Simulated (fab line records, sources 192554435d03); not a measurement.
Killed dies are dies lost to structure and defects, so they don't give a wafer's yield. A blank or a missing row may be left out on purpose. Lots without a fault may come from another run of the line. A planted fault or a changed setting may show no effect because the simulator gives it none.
Which tool did it? | flow n5_finfet | 10 lots, 30 wafers sampled, at 5 steps of a route of 1938

WHAT THE GAUGES READ, wafer by wafer
N5_BEOL_M4_RC_MEAS_101. Usual: DIBL_N 36.2 mV/V, standard deviation 1.7; DIBL_P 36.2 mV/V, standard deviation 2.2; IOFF_N 0.16 nA/um, standard deviation 0.035; IOFF_P 0.21 nA/um, standard deviation 0.042; ION_N 673 uA/um, standard deviation 13; ION_P 462 uA/um, standard deviation 7.9; SS_N 71.4 mV/dec, standard deviation 0.59; SS_P 73.2 mV/dec, standard deviation 0.7; VT_N 250 mV, standard deviation 3.6; VT_P -251 mV, standard deviation 3.5.
lot  | measured     | on        | DIBL_N (mV/V)  | DIBL_P (mV/V)  | IOFF_N (nA/um) | IOFF_P (nA/um) | ION_N (uA/um) | ION_P (uA/um) | SS_N (mV/dec)  | SS_P (mV/dec)  | VT_N (mV)   | VT_P (mV)      | flag
L371 | day 7 14:49  | prober-01 | 39.5 37.5 34.2 | 39.9 36.7 33.5 | 0.20 0.17 0.11 | 0.24 0.20 0.15 | 672 681 642   | 458 461 443   | 72.9 71.9 71.0 | 74.6 74.5 72.4 | 248 253 256 | -248 -251 -256 |
L372 | day 7 23:13  | prober-01 | 36.3 38.7 36.4 | 36.1 40.1 38.5 | 0.14 0.21 0.17 | 0.19 0.25 0.22 | 653 688 674   | 446 461 465   | 70.9 72.5 71.4 | 73.0 74.0 73.9 | 250 243 248 | -252 -247 -251 |
L373 | day 8 05:29  | prober-01 | 33.7 35.4 35.9 | 35.2 37.1 37.6 | 0.14 0.16 0.18 | 0.21 0.23 0.23 | 667 674 682   | 469 473 473   | 70.5 71.1 71.9 | 72.9 73.2 74.0 | 252 250 248 | -250 -248 -250 |
L374 | day 8 07:13  | prober-02 | 36.6 39.1 39.0 | 37.7 41.7 41.1 | 0.20 0.27 0.27 | 0.26 0.34 0.34 | 688 713 696   | 468 482 476   | 72.1 71.7 72.7 | 73.4 74.9 74.9 | 243 240 240 | -246 -244 -243 |
L376 | day 8 20:38  | prober-01 | 39.8 39.8 41.5 | 40.7 39.1 41.8 | 0.25 0.22 0.28 | 0.32 0.28 0.36 | 705 680 688   | 485 468 478   | 72.4 71.3 72.1 | 74.7 74.4 74.7 | 240 246 243 | -245 -248 -243 |
L377 | day 9 04:19  | prober-01 | 35.6 34.7 38.1 | 38.0 36.0 39.9 | 0.17 0.14 0.20 | 0.21 0.18 0.23 | 681 662 681   | 456 454 458   | 71.0 71.7 71.8 | 72.9 73.0 74.0 | 252 250 249 | -250 -253 -251 |
L378 | day 9 19:28  | prober-02 | 37.3 37.1 36.5 | 37.1 38.6 36.5 | 0.18 0.19 0.16 | 0.24 0.27 0.22 | 676 691 682   | 468 477 463   | 71.6 71.7 71.3 | 72.4 73.7 72.6 | 249 246 250 | -248 -247 -250 |
L384 | day 11 07:58 | prober-02 | 36.2 35.7 37.3 | 34.2 34.5 35.9 | 0.14 0.13 0.15 | 0.17 0.17 0.19 | 679 680 674   | 460 461 461   | 72.2 70.5 71.6 | 73.1 73.2 72.7 | 252 254 253 | -255 -256 -251 |
L390 | day 12 23:57 | prober-01 | 35.2 37.4 36.4 | 34.0 36.2 34.2 | 0.13 0.18 0.15 | 0.18 0.22 0.19 | 668 685 661   | 460 467 455   | 71.4 71.3 70.8 | 72.7 72.8 73.1 | 250 245 249 | -253 -251 -252 |
L394 | day 13 17:47 | prober-01 | 34.9 35.1 34.1 | 36.8 35.5 35.1 | 0.15 0.14 0.13 | 0.17 0.16 0.16 | 665 672 666   | 450 451 454   | 70.6 71.4 71.0 | 73.9 73.2 73.1 | 252 252 255 | -257 -259 -258 |

N5_PASSIVATION_INSPECT_64: inspects for defects (macro). Usual: raw_defect_count 2.0, standard deviation 1.5.
lot  | measured     | on                | raw_defect_count | flag
L371 | day 12 05:05 | defect_inspect-02 | 4 1 1            |
L372 | day 12 09:13 | defect_inspect-02 | 2 1 4            |
L373 | day 12 09:58 | defect_inspect-01 | 0 2 0            |
L374 | day 12 16:02 | defect_inspect-02 | 5 2 1            |
L376 | day 13 01:31 | defect_inspect-02 | 2 3 6            |
L377 | day 13 01:41 | defect_inspect-02 | 1 1 1            |
L378 | day 13 20:44 | defect_inspect-02 | 1 2 2            |
L390 | day 16 23:09 | defect_inspect-01 | 0 5 2            |
L394 | day 18 23:34 | defect_inspect-01 | 4 1 1            |

N5_PASSIVATION_CD_MEAS_44: target cd 40000 nm. Usual: cd_nm 40001 nm, standard deviation 4.
lot  | measured     | on        | cd_nm (nm)        | flag
L371 | day 12 07:26 | cd_sem-02 | 40006 40001 40009 |
L372 | day 12 11:36 | cd_sem-01 | 40002 40006 39996 |
L373 | day 12 11:55 | cd_sem-02 | 40002 40002 40011 |
L374 | day 12 17:43 | cd_sem-01 | 40000 40001 40002 |
L376 | day 13 03:17 | cd_sem-01 | 39995 40000 39994 |
L377 | day 13 03:40 | cd_sem-02 | 39997 39999 40001 |
L378 | day 14 00:43 | cd_sem-01 | 40003 39995 40001 |
L390 | day 17 01:07 | cd_sem-03 | 39999 39998 40000 |
L394 | day 19 01:14 | cd_sem-03 | 39999 40004 40002 |

WHICH TOOL RAN EACH LOT (tool, then ch and the chambers of the sampled wafers, then the start)
lot  | N5_BEOL_M8_VIA_ETCH_34             | N5_PASSIVATION_ETCH_59
L371 | rie_diel-03 ch 1,2, day 9 05:42    | rie_metal-03 ch 0,1, day 12 05:36
L372 | rie_diel-04 ch 0,1, day 9 09:59    | rie_metal-02 ch 0,1, day 12 10:01
L373 | rie_diel-03 ch 0,1, day 9 15:37    | rie_metal-03 ch 0,1, day 12 10:34
L374 | rie_diel-01 ch 1,3, day 9 21:31    | rie_metal-01 ch 1, day 12 16:34
L376 | rie_diel-01 ch 0,2, day 10 05:27   | rie_metal-03 ch 1, day 13 02:02
L377 | rie_diel-01 ch 0,2, day 10 15:11   | rie_metal-02 ch 0,1, day 13 02:18
L378 | rie_diel-01 ch 0,2,3, day 11 03:19 | rie_metal-02 ch 0,1, day 13 23:02
L384 | rie_diel-01 ch 1,3, day 12 23:26   | -
L390 | rie_diel-04 ch 0,2, day 14 11:23   | rie_metal-03 ch 0,1, day 16 23:56
L394 | rie_diel-03 ch 0,1,2, day 15 04:25 | rie_metal-02 ch 0,1, day 19 00:05
- N5_BEOL_M8_VIA_ETCH_34: etches SiCOH lowk in C4F6/O2, target depth 125.5 nm, time 50.5 s.
- N5_PASSIVATION_ETCH_59: etches TaN in Cl2/BCl3, target depth 65 nm, time 34.9 s.

WHAT THE TOOLS THEMSELVES READ (means of the sampled wafers that have a number; where no wafer has one, the mark that the record gives instead)
N5_BEOL_M8_VIA_ETCH_34. Usual: drypump_motor_current_A 5.6 A, standard deviation 0.43; oes_product_au 0.76 a.u., standard deviation 0.063; rf_vpp_V 661 V, standard deviation 12; showerhead_plenum_p_Torr 2.87 Torr, standard deviation 0.083; throttle_valve_pct 20.79 %, standard deviation 0.19.
lot  | tool        | drypump_motor_current_A (A) | oes_product_au (a.u.) | rf_vpp_V (V) | showerhead_plenum_p_Torr (Torr) | throttle_valve_pct (%) | flag
L371 | rie_diel-03 | 5.3                         | 0.76                  | 664          | 2.83                            | 20.66                  |
L372 | rie_diel-04 | 6.0                         | 0.78                  | 666          | 2.86                            | 21.13                  |
L373 | rie_diel-03 | 5.4                         | 0.78                  | 662          | 2.93                            | 20.61                  |
L374 | rie_diel-01 | 5.8                         | 0.79                  | 651          | 3.00                            | 20.88                  |
L376 | rie_diel-01 | 5.5                         | 0.73                  | 659          | 2.80                            | 20.87                  |
L377 | rie_diel-01 | 5.1                         | 0.72                  | 669          | 2.76                            | 20.96                  |
L378 | rie_diel-01 | 5.6                         | 0.76                  | 658          | 2.86                            | 20.91                  |
L384 | rie_diel-01 | 5.8                         | 0.68                  | 652          | 2.99                            | 20.73                  |
L390 | rie_diel-04 | 6.1                         | 0.82                  | 671          | 2.79                            | 20.73                  |
L394 | rie_diel-03 | 5.3                         | 0.73                  | 662          | 2.86                            | 20.71                  |

N5_PASSIVATION_ETCH_59. Usual: drypump_motor_current_A 5.7 A, standard deviation 0.48; he_backside_leak_sccm 3.46 sccm, standard deviation 0.26; mfc_cl2_sccm 59.98 sccm, standard deviation 0.21; oes_product_au 0.83 a.u., standard deviation 0.04; throttle_valve_pct 21.16 %, standard deviation 0.18.
lot  | tool         | drypump_motor_current_A (A) | he_backside_leak_sccm (sccm) | mfc_cl2_sccm (sccm) | oes_product_au (a.u.) | throttle_valve_pct (%) | flag
L371 | rie_metal-03 | 5.3                         | 3.26                         | 59.97               | 0.87                  | 20.97                  |
L372 | rie_metal-02 | 6.2                         | 3.54                         | 59.94               | 0.85                  | 21.39                  |
L373 | rie_metal-03 | 5.1                         | 3.44                         | 59.94               | 0.87                  | 21.01                  |
L374 | rie_metal-01 | 6.1                         | 3.41                         | 60.17               | 0.76                  | 21.13                  |
L376 | rie_metal-03 | 4.9                         | 3.52                         | 60.21               | 0.87                  | 21.08                  |
L377 | rie_metal-02 | 6.1                         | 3.54                         | 60.09               | 0.83                  | 21.34                  |
L378 | rie_metal-02 | 6.1                         | 3.54                         | 59.99               | 0.84                  | 21.33                  |
L390 | rie_metal-03 | 5.1                         | 3.39                         | 60.19               | 0.83                  | 21.05                  |
L394 | rie_metal-02 | 6.1                         | 4.22                         | 60.16               | 0.81                  | 21.36                  |

THE ANSWER, worked out from the rows above alone
Rule: a lot is off if the mean of its wafers that have a number lies more than 3 standard deviations from the usual mean. A lot without any number at a reading at which 4 lots or more have one is off too. The other lots that the step has rows for count as sound. The gauges are gone through in route order, then the tools' own readings, and for those a lot's mean is taken as printed above. The first step at which some lot is off is used, and at that step the reading that is off furthest; a lot without a number counts as furthest.
No lot is off at any reading shown: from this, nothing can be told.

WHAT THE SIMULATOR HAD PUT IN
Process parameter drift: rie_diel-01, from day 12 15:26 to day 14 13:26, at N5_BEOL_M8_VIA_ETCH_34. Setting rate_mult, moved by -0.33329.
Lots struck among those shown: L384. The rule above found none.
